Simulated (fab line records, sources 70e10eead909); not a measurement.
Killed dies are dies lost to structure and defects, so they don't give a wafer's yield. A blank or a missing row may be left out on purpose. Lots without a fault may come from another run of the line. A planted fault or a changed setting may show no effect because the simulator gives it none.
fab line records | flow nand_harc | part 1 of 2: steps 1 to 24 of 37
record lots=5 wafers=15 last_day=32
route steps=1302 shown P_GATE@130
lots that met no fault: from a run of the same line without faults
start_h: hours from the record's first day to the start of the lot's first wafer shown | wait_h: hours since the lot's step before | " the same as in the row above | L1.1+2: a row that stands for several wafers | - no value, or no start given | * or withheld: withheld | < > ~ a bound
route shown NAME@n: a module of which the file shows steps, and the number in the route of the first | usual: mean/standard deviation of fault-free wafers | same: alike in all rows | chamber/n: place in a boat | sites: the reading at each site | _std_site: their standard deviation | _edge_site: outer sites' mean less inner sites' | radius_mm: how far each site lies from the wafer's centre | mask NAME#n: copy n | behind: the tool/chamber that last shaped the wafer | hold: why the lot was held/for how many hours/how that ended | device: the transistor (n, p or np) that didn't switch | end of line: the same wafers' tests at the end of the route | a step without rows: its recipe alone | killed: dies lost to structure and defects at the first sort, not the wafer's yield | map: a wafer's dies, x killed, . not, _ none there
set.NAME: the setting as run; set.NAME@STEP: as run at that earlier step | model.NAME: the simulator's own value behind a step, which no gauge read
lots at some steps of the route; a table a step, a row a wafer
services: from which hour (start_h, from the record's first day; less than 0 if before it) a tool's chamber was out of use, for how many hours, and why
## steps
# step NHARC_P_GATE_CVD_17
# recipe target_thk_a=1500 temp_c=620 time_s=900 material=poly-Si
# usual spike_tc_bottom_C=639.2/3
# columns lot.wafer tool chamber start_h wait_h spike_tc_bottom_C
L074.1 lpcvd_poly-03 0 98.29 2.5 639.1
L074.2 " 0 " " 640.9
L074.6 " 0 " " 640.0
L077.1 lpcvd_poly-01 0 122.18 2.7 643.0
L077.5 " 0 " " 643.7
L077.6 " 0 " " 643.1
L086.3 lpcvd_poly-01 0 214.60 2.7 642.1
L086.4 " 0 " " 641.4
L086.5 " 0 " " 644.2
L088.1 lpcvd_poly-03 0 243.38 2.5 640.1
L088.4 " 0 " " 637.2
L088.5 " 0 " " 640.0
L094.1 lpcvd_poly-01 0 295.84 2.7 643.9
L094.3 " 0 " " 641.8
L094.4 " 0 " " 642.5
# step NHARC_P_GATE_HM_DEP_102
# recipe target_thk_a=1200 temp_c=400 material=aC
# usual throttle_valve_pct=35.001/0.0099
# columns lot.wafer tool chamber start_h wait_h throttle_valve_pct
L074.1 acl_dep-02 0 101.28 0.8 35.013
L074.2 " 0 " " 34.997
L074.6 " 0 " " 34.992
L077.1 acl_dep-02 0 129.03 4.7 34.996
L077.5 " 0 " " 35.012
L077.6 " 0 " " 35.007
L086.3 acl_dep-01 0 218.01 1.2 34.989
L086.4 " 0 " " 35.003
L086.5 " 0 " " 34.996
L088.1 acl_dep-03 0 246.45 0.8 35.015
L088.4 " 0 " " 34.995
L088.5 " 0 " " 34.986
L094.1 acl_dep-01 0 303.61 5.6 35.011
L094.3 " 0 " " 34.993
L094.4 " 0 " " 35.000
# step NHARC_P_GATE_DEP_103
# recipe target_thk_a=300 target_thk_nm=30 temp_c=400 flow_sccm=200 rf_w=350 material=SiON
# usual heater_power_w=747/87
# columns lot.wafer tool chamber start_h wait_h heater_power_w
L074.2 pecvd-04 0 101.97 0.5 635
L074.1 " 1 " " 569
L074.6 " 1 " " 588
L077.1 pecvd-02 2 129.72 0.6 891
L077.5 " 2 " " 913
L077.6 " 0 " " 767
L086.3 pecvd-02 0 218.52 0.4 791
L086.4 " 2 " " 802
L086.5 " 0 " " 811
L088.1 pecvd-01 0 247.14 0.6 810
L088.4 " 2 " " 754
L088.5 " 1 " " 745
L094.3 pecvd-01 0 304.30 0.4 770
L094.1 " 2 " " 748
L094.4 " 0 " " 776
# step NHARC_P_GATE_DEHYDRATE_18
# recipe temp_c=150 time_s=120
# columns lot.wafer tool chamber start_h wait_h
L074.1+2+6 litho_track-06 0 102.21 0.2
L077.1+5+6 litho_track-04 0 129.96 0.2
L086.3+4+5 litho_track-06 0 218.73 0.2
L088.1+4+5 litho_track-04 0 247.38 0.2
L094.1+3+4 litho_track-04 0 304.57 0.2
# step NHARC_P_GATE_HMDS_19
# recipe time_s=30
# columns lot.wafer tool chamber start_h wait_h
L074.1+2+6 litho_track-06 0 - -
L077.1+5+6 litho_track-04 0 - -
L086.3+4+5 litho_track-06 0 - -
L088.1+4+5 litho_track-04 0 - -
L094.1+3+4 litho_track-04 0 - -
# step NHARC_P_GATE_COAT_20
# recipe spin_rpm=1500 resist_thk_nm=90
# columns lot.wafer tool chamber start_h wait_h
L074.1+2+6 litho_track-06 0 - -
L077.1+5+6 litho_track-04 0 - -
L086.3+4+5 litho_track-06 0 - -
L088.1+4+5 litho_track-04 0 - -
L094.1+3+4 litho_track-04 0 - -
# step NHARC_P_GATE_SOFTBAKE_21
# recipe temp_c=105 time_s=55
# columns lot.wafer tool chamber start_h wait_h
L074.1+2+6 litho_track-06 0 - -
L077.1+5+6 litho_track-04 0 - -
L086.3+4+5 litho_track-06 0 - -
L088.1+4+5 litho_track-04 0 - -
L094.1+3+4 litho_track-04 0 - -
# step NHARC_P_GATE_EBR_22
# columns lot.wafer tool chamber start_h wait_h
L074.1+2+6 litho_track-06 0 - -
L077.1+5+6 litho_track-04 0 - -
L086.3+4+5 litho_track-06 0 - -
L088.1+4+5 litho_track-04 0 - -
L094.1+3+4 litho_track-04 0 - -
# step NHARC_P_GATE_EXPOSE_23
# recipe na=1.35 target_cd_nm=120 dose_mj=93.91 mask_id=P_GATE
# columns lot.wafer tool chamber start_h wait_h mask
L074.1+2+6 arfi_scanner-01 0 102.48 - P_GATE#0
L077.1+5+6 arfi_scanner-01 0 130.23 - P_GATE#0
L086.3+4+5 arfi_scanner-01 0 219.01 - P_GATE#0
L088.1+4+5 arfi_scanner-02 0 247.53 - P_GATE#0
L094.1+3+4 arfi_scanner-01 0 304.84 - P_GATE#0
# step NHARC_P_GATE_PEB_24
# recipe peb_temp_c=100 peb_time_s=65
# columns lot.wafer tool chamber start_h wait_h
L074.1+2+6 litho_track-04 0 102.54 0.1
L077.1+5+6 litho_track-01 0 130.29 0.1
L086.3+4+5 litho_track-06 0 219.06 0.0
L088.1+4+5 litho_track-06 0 247.59 0.1
L094.1+3+4 litho_track-06 0 304.90 0.1
# step NHARC_P_GATE_DEVELOP_25
# recipe develop_time_s=35 dev_temp_c=23
# columns lot.wafer tool chamber start_h wait_h
L074.1+2+6 litho_track-04 0 - -
L077.1+5+6 litho_track-01 0 - -
L086.3+4+5 litho_track-06 0 - -
L088.1+4+5 litho_track-06 0 - -
L094.1+3+4 litho_track-06 0 - -
# step NHARC_P_GATE_CD_MEAS_26
# recipe target_cd_nm=120 landing_energy_ev=500
# usual cd_nm=120.0/0.94
# columns lot.wafer tool chamber start_h wait_h cd_nm
L074.1 cd_sem-02 0 102.63 - 119.7
L074.2 " 0 " " 121.3
L074.6 " 0 " " 119.6
L077.1 cd_sem-02 0 130.37 - 117.3
L077.5 " 0 " " 120.1
L077.6 " 0 " " 119.7
L086.3 cd_sem-02 0 219.14 - 120.0
L086.4 " 0 " " 118.6
L086.5 " 0 " " 120.1
L088.1 cd_sem-02 0 247.67 - 119.5
L088.4 " 0 " " 120.1
L088.5 " 0 " " 120.1
L094.1 cd_sem-01 0 304.98 - 119.3
L094.3 " 0 " " 119.8
L094.4 " 0 " " 120.7
# step NHARC_P_GATE_OVL_MEAS_27
# usual overlay_x_nm=0.0/0.84 overlay_y_nm=0.0/0.85
# columns lot.wafer tool chamber start_h wait_h overlay_x_nm overlay_y_nm
L074.1 overlay-01 - 102.71 - 1.1 1.4
L074.2 " - " " 1.5 0.7
L074.6 " - " " 1.0 1.2
L077.1 overlay-01 - 130.46 - -0.4 -0.5
L077.5 " - " " 0.1 0.5
L077.6 " - " " -0.1 0.1
L086.3 overlay-01 - 219.23 - 0.6 0.2
L086.4 " - " " 0.1 -0.3
L086.5 " - " " 0.6 0.4
L088.1 overlay-01 - 247.75 - 0.6 0.4
L088.4 " - " " 0.2 0.5
L088.5 " - " " 0.9 -0.1
L094.1 overlay-02 - 305.06 - 0.4 -1.2
L094.3 " - " " 0.1 -0.4
L094.4 " - " " 0.7 -0.7
# step NHARC_P_GATE_INSPECT_28
# usual raw_defect_count=7/3.4
# columns lot.wafer tool chamber start_h wait_h raw_defect_count
L074.1 defect_inspect-02 - 102.75 0.0 4
L074.2 " - " " 6
L074.6 " - " " 5
L077.1 defect_inspect-01 - 130.50 0.0 5
L077.5 " - " " 5
L077.6 " - " " 4
L086.3 defect_inspect-01 - 219.27 0.0 7
L086.4 " - " " 9
L086.5 " - " " 9
L088.1 defect_inspect-01 - 247.79 0.0 4
L088.4 " - " " 7
L088.5 " - " " 4
L094.1 defect_inspect-01 - 305.10 0.0 7
L094.3 " - " " 6
L094.4 " - " " 7
# step NHARC_P_GATE_DESCUM_31
# recipe time_s=3 o2_flow_sccm=200 ar_flow_sccm=0 bias_power_w=0 chemistry=O2
# usual chamber_pressure_mTorr=60.00/0.055 drypump_motor_current_A=6.0/0.48 oes_product_au=0.994/0.012 rf_vpp_V=57.8/0.95 showerhead_plenum_p_Torr=1.89/0.079 throttle_valve_pct=11.312/0.0081
# columns lot.wafer tool chamber start_h wait_h chamber_pressure_mTorr drypump_motor_current_A oes_product_au rf_hours_counter_h rf_vpp_V showerhead_plenum_p_Torr throttle_valve_pct
L074.1 rie_diel-13 0 102.81 0.1 59.98 6.5 0.999 9.3 55.5 2.00 11.310
L074.2 " 1 " " 60.09 5.9 1.010 8.2 58.3 2.04 11.319
L074.6 " 3 " " 60.01 5.7 0.999 - 57.1 1.91 11.325
L077.1 rie_diel-08 0 130.57 0.1 59.90 6.1 1.011 3.1 58.0 2.02 11.317
L077.5 " 3 " " 60.09 5.7 0.982 - 56.3 1.81 11.320
L077.6 " 0 " " 59.91 6.0 1.008 - 59.2 2.02 11.321
L086.4 rie_diel-06 1 219.32 0.1 59.96 5.5 0.995 4.9 58.1 1.80 11.303
L086.3 " 3 " " 60.00 6.6 0.993 4.7 57.8 1.93 11.288
L086.5 " 2 " " 59.98 6.7 1.006 - 58.2 1.86 11.326
L088.4 rie_diel-13 0 247.86 0.1 60.04 6.6 1.000 4.8 58.8 2.00 11.302
L088.1 " 1 " " 60.07 6.0 1.023 4.9 59.1 2.04 11.316
L088.5 " 0 " " 60.05 6.5 1.019 - 57.9 2.00 11.308
L094.4 rie_diel-06 0 305.17 0.1 59.93 6.4 0.966 10.8 57.7 1.80 11.310
L094.3 " 1 " " 60.02 5.5 0.988 9.4 57.8 1.80 11.312
L094.1 " 2 " " 60.07 6.7 0.999 9.2 59.2 1.85 11.294
# step NHARC_P_GATE_ETCH_104
# recipe target_depth_a=600 time_s=withheld cf4_flow_sccm=100 chf3_flow_sccm=30 ar_flow_sccm=0 rf_w=500 bias_w=200 chemistry=CF4/CHF3
# usual bias_w=200.0/0.61 chamber_pressure_mTorr=25.002/0.022 drypump_motor_current_A=6.0/0.49 oes_product_au=0.948/0.019 rf_vpp_V=370.1/2.2 showerhead_plenum_p_Torr=1.56/0.061 throttle_valve_pct=16.802/0.01
# columns lot.wafer tool chamber start_h wait_h bias_w chamber_pressure_mTorr drypump_motor_current_A oes_product_au rf_vpp_V showerhead_plenum_p_Torr throttle_valve_pct
L074.1 rie_diel-13 1 102.91 0.1 200.0 24.977 6.0 0.974 374.8 1.67 16.794
L074.2 " 3 " " 200.0 24.985 5.7 0.958 371.6 1.57 16.790
L074.6 " 1 " " 199.1 25.014 6.0 0.965 373.4 1.67 16.841
L077.1 rie_diel-08 3 130.65 0.1 200.0 25.000 5.7 0.903 367.5 1.50 16.796
L077.6 " 2 " " 199.4 25.001 5.2 0.934 370.0 1.58 16.804
L077.5 " 3 " " 199.9 25.018 5.6 0.911 367.9 1.50 16.795
L086.3 rie_diel-06 1 219.41 0.1 199.3 24.994 5.5 0.939 367.2 1.48 16.805
L086.4 " 2 " " 198.7 24.974 6.7 0.955 368.3 1.53 16.800
L086.5 " 2 " " 199.8 24.994 6.7 0.965 369.5 1.53 16.821
L088.4 rie_diel-13 1 247.94 0.1 200.8 24.998 6.0 0.938 374.7 1.67 16.802
L088.1 " 2 " " 198.7 24.976 5.9 0.922 369.0 1.53 16.799
L088.5 " 2 " " 199.8 25.007 5.9 0.921 368.5 1.53 16.816
L094.1 rie_diel-06 3 305.25 0.1 201.1 25.040 6.6 0.952 371.4 1.58 16.817
L094.3 " 0 " " 199.9 25.030 6.4 0.940 366.9 1.49 16.808
L094.4 " 1 " " 200.1 24.992 5.5 0.965 368.7 1.48 16.802
# step NHARC_P_GATE_HM_OPEN_105
# recipe target_depth_a=3600 o2_flow_sccm=400 cos_flow_sccm=20 ar_flow_sccm=0 rf_w=500 bias_w=300 chemistry=O2/COS
# usual bias_w=300.1/0.95 chamber_pressure_mTorr=20.000/0.02 drypump_motor_current_A=6.0/0.49 oes_product_au=0.996/0.011 rf_vpp_V=466.4/2.7 showerhead_plenum_p_Torr=3.09/0.12 throttle_valve_pct=28.329/0.0094
# columns lot.wafer tool chamber start_h wait_h bias_w chamber_pressure_mTorr drypump_motor_current_A oes_product_au rf_hours_counter_h rf_vpp_V showerhead_plenum_p_Torr throttle_valve_pct
L074.2 rie_diel-13 0 - - 299.4 20.000 6.5 1.010 9.4 469.6 3.26 28.327
L074.1 " 1 " " 299.0 20.029 6.0 1.010 8.2 471.4 3.32 28.320
L074.6 " 1 " " 300.1 20.012 6.0 0.995 - 470.5 3.32 28.312
L077.1 rie_diel-08 3 - - 299.3 20.004 5.7 0.987 2.9 462.7 2.97 28.321
L077.5 " 1 " " 298.8 19.971 5.7 1.011 - 464.9 3.03 28.319
L077.6 " 2 " " 298.9 20.002 5.2 1.005 - 467.7 3.14 28.336
L086.4 rie_diel-06 2 - - 301.1 20.013 6.7 1.013 4.1 465.0 3.03 28.324
L086.3 " 1 " " 298.9 20.048 5.5 0.987 4.9 463.3 2.95 28.339
L086.5 " 2 " " 301.0 19.965 6.7 1.005 - 467.6 3.03 28.327
L088.1 rie_diel-13 2 - - 302.1 19.999 5.9 0.998 5.0 465.0 3.04 28.328
L088.4 " 0 " " 298.7 20.020 6.5 1.014 4.8 470.1 3.25 28.332
L088.5 " 2 " " 302.1 20.000 5.9 1.004 - 465.7 3.04 28.346
L094.3 rie_diel-06 1 - - 301.1 19.971 5.5 0.997 9.5 462.6 2.94 28.333
L094.4 " 2 " " 299.6 20.001 6.7 0.996 9.3 464.9 3.03 28.319
L094.1 " 3 " " 299.5 19.999 6.6 0.991 10.3 467.3 3.14 28.341
# step NHARC_P_GATE_STRIP_106
# recipe o2_flow_sccm=400 cos_flow_sccm=20 ar_flow_sccm=0 bias_w=0 chemistry=O2/COS
# columns lot.wafer tool chamber start_h wait_h
L074.2+1+6 rie_diel-13 1,0,0 - -
L077.1+5+6 rie_diel-08 1,3,0 - -
L086.3+4+5 rie_diel-06 3,0,2 - -
L088.1+4+5 rie_diel-13 1,2,3 - -
L094.3+4+1 rie_diel-06 2,3,0 - -
# step NHARC_P_GATE_ETCH_114
# recipe target_depth_a=300 overetch_a=30 time_s=16.5 ion_energy_ev=100 cf4_flow_sccm=80 o2_flow_sccm=20 ar_flow_sccm=0 rf_w=300 bias_w=100 chemistry=CF4/O2
# usual bias_w=100.03/0.3 chamber_pressure_mTorr=30.004/0.029 drypump_motor_current_A=6.0/0.49 oes_product_au=0.996/0.012 rf_vpp_V=197.4/1.4 showerhead_plenum_p_Torr=1.32/0.054 throttle_valve_pct=13.397/0.0097
# columns lot.wafer tool chamber start_h wait_h bias_w chamber_pressure_mTorr drypump_motor_current_A oes_product_au rf_hours_counter_h rf_vpp_V showerhead_plenum_p_Torr throttle_valve_pct
L074.1 rie_diel-13 1 - - 100.00 30.016 6.0 1.001 8.2 200.2 1.42 13.401
L074.2 " 3 " " 99.65 30.028 5.7 0.999 9.2 198.3 1.33 13.397
L074.6 " 3 " " 100.24 29.950 5.7 1.002 - 196.5 1.33 13.403
L077.1 rie_diel-08 3 - - 99.87 30.018 5.6 0.987 2.9 195.4 1.27 13.398
L077.6 " 2 " " 99.82 30.004 5.2 1.004 - 197.0 1.34 13.396
L077.5 " 3 " " 100.07 29.940 5.6 0.993 - 196.8 1.27 13.397
L086.3 rie_diel-06 3 - - 100.49 29.986 6.6 0.986 4.8 198.3 1.34 13.392
L086.4 " 0 " " 100.32 29.967 6.4 0.980 5.5 197.0 1.26 13.394
L086.5 " 2 " " 99.74 29.997 6.6 1.014 - 196.3 1.30 13.405
L088.1 rie_diel-13 1 - - 99.79 29.975 6.0 1.017 5.0 199.9 1.42 13.398
L088.4 " 2 " " 100.04 29.981 5.9 1.000 5.1 196.5 1.30 13.411
L088.5 " 1 " " 99.90 30.020 6.0 1.020 - 200.1 1.42 13.384
L094.1 rie_diel-06 1 - - 99.36 29.998 5.5 0.986 9.5 196.1 1.26 13.422
L094.4 " 2 " " 100.49 29.960 6.7 0.995 9.3 197.9 1.30 13.386
L094.3 " 3 " " 99.80 30.039 6.7 0.989 10.4 198.8 1.34 13.411
# step NHARC_P_GATE_ETCH_32
# recipe target_depth_a=1500 over_etch_frac=1 over_etch_ion_energy_ev=40 time_s=100.1 hbr_flow_sccm=150 cl2_flow_sccm=50 rf_w=400 icp_w=400 bias_w=100 chemistry=HBr/Cl2
# usual bias_w=100.0/0.31 chamber_pressure_mTorr=14.997/0.013 drypump_motor_current_A=5.8/0.42 oes_product_au=1.003/0.013 throttle_valve_pct=26.406/0.0089
# columns lot.wafer tool chamber start_h wait_h bias_w chamber_pressure_mTorr drypump_motor_current_A oes_product_au rf_hours_counter_h throttle_valve_pct
L074.1 rie_si-06 3 103.35 - 100.6 14.985 5.9 0.985 0.16 26.403
L074.2 " 0 " " 100.0 14.989 5.7 0.982 0.14 26.406
L074.6 " 3 " " 99.7 14.986 6.0 0.980 - 26.414
L077.1 rie_si-01 1 131.05 - 100.5 14.982 5.4 1.001 0.49 26.419
L077.5 " 3 " " 100.4 14.998 5.4 1.008 - 26.415
L077.6 " 0 " " 100.7 14.997 5.6 0.998 - 26.396
L086.3 rie_si-01 3 219.81 - 99.6 15.009 5.4 1.009 0.11 26.406
L086.4 " 2 " " 99.9 14.994 5.6 1.007 - 26.415
L086.5 " 3 " " 99.1 14.980 5.3 1.018 - 26.391
L088.4 rie_si-05 0 248.31 - 99.5 15.012 6.0 1.001 0.75 26.412
L088.1 " 3 " " 100.5 15.012 5.0 0.986 0.70 26.394
L088.5 " 1 " " 100.2 15.007 6.2 1.018 - 26.404
L094.4 rie_si-06 3 305.64 - 99.9 15.015 5.9 1.005 0.34 26.405
L094.3 " 0 " " 100.2 14.990 5.6 1.008 0.28 26.404
L094.1 " 1 " " 99.9 15.007 5.8 0.997 0.24 26.407
# step NHARC_P_GATE_STRIP_108
# recipe o2_flow_sccm=500 ar_flow_sccm=0 bias_w=0 chemistry=O2
# usual chamber_pressure_mTorr=59.99/0.057 drypump_motor_current_A=6.0/0.44 oes_product_au=0.998/0.012 rf_vpp_V=57.8/0.82 showerhead_plenum_p_Torr=3.50/0.14 throttle_valve_pct=17.037/0.0097
# same bias_w=0
# columns lot.wafer tool chamber start_h wait_h chamber_pressure_mTorr drypump_motor_current_A oes_product_au rf_hours_counter_h rf_vpp_V showerhead_plenum_p_Torr throttle_valve_pct
L074.1 rie_diel-06 2 103.50 - 60.06 6.7 0.987 9 58.6 3.43 17.031
L074.2 " 1 " " 59.99 5.5 0.989 6 58.2 3.33 17.030
L074.6 " 3 " " 59.96 6.6 0.988 - 58.9 3.55 17.023
L077.1 rie_diel-08 1 131.20 - 59.98 5.7 1.003 3 56.7 3.42 17.039
L077.5 " 0 " " 60.00 6.1 1.014 - 58.7 3.71 17.037
L077.6 " 1 " " 59.98 5.7 1.009 - 58.3 3.42 17.035
L086.4 rie_diel-08 1 219.99 - 59.92 5.7 1.005 1 57.8 3.42 17.026
L086.3 " 2 " " 59.92 5.2 0.998 1 57.4 3.55 17.044
L086.5 " 1 " " 59.99 5.7 1.001 - 57.2 3.42 17.031
L088.4 rie_diel-06 1 248.49 - 60.04 5.5 0.993 6 58.0 3.33 17.059
L088.1 " 3 " " 60.00 6.6 1.013 6 58.4 3.55 17.043
L088.5 " 0 " " 59.99 6.5 0.988 - 56.6 3.34 17.045
L094.1 rie_diel-13 1 305.78 - 60.07 6.0 1.022 8 56.8 3.74 17.053
L094.3 " 3 " " 59.99 5.7 0.989 7 58.2 3.51 17.020
L094.4 " 0 " " 60.03 6.5 1.002 9 58.2 3.67 17.036
# step NHARC_P_GATE_CD_MEAS_33
# usual cd_nm=119/4.3
# columns lot.wafer tool chamber start_h wait_h cd_nm
L074.1 cd_sem-03 - 103.67 - 118
L074.2 " - " " 119
L074.6 " - " " 119
L077.1 cd_sem-03 - 131.36 - 115
L077.5 " - " " 118
L077.6 " - " " 117
L086.3 cd_sem-02 - 220.16 - 119
L086.4 " - " " 127
L086.5 " - " " 124
L088.1 cd_sem-01 - 248.65 - 116
L088.4 " - " " 116
L088.5 " - " " 127
L094.1 cd_sem-02 - 305.96 - 116
L094.3 " - " " 122
L094.4 " - " " 125
# step NHARC_P_GATE_STRIP_35
# recipe time_s=600 temp_c=130 chemistry=SPM
# columns lot.wafer tool chamber start_h wait_h
L074.1+2+6 wet_bench-04 6,7,3 103.76 0.1
L077.1+6+5 wet_bench-06 5,6,1 131.44 0.1
L086.5+3+4 wet_bench-04 4,5,6 220.26 0.1
L088.4+5+1 wet_bench-06 2,4,5 248.74 0.1
L094.3+1+4 wet_bench-04 4,6,7 306.04 0.1
# step NHARC_P_GATE_PRECLEAN_73
# recipe time_s=* temp_c=50 bath_age_min=0 chemistry=SC1
# columns lot.wafer tool chamber start_h wait_h
L074.1+2+6 wet_bench-04 6,7,3 - -
L077.1+6+5 wet_bench-06 5,6,1 - -
L086.5+3+4 wet_bench-04 4,5,6 - -
L088.4+5+1 wet_bench-06 2,4,5 - -
L094.3+1+4 wet_bench-04 4,6,7 - -
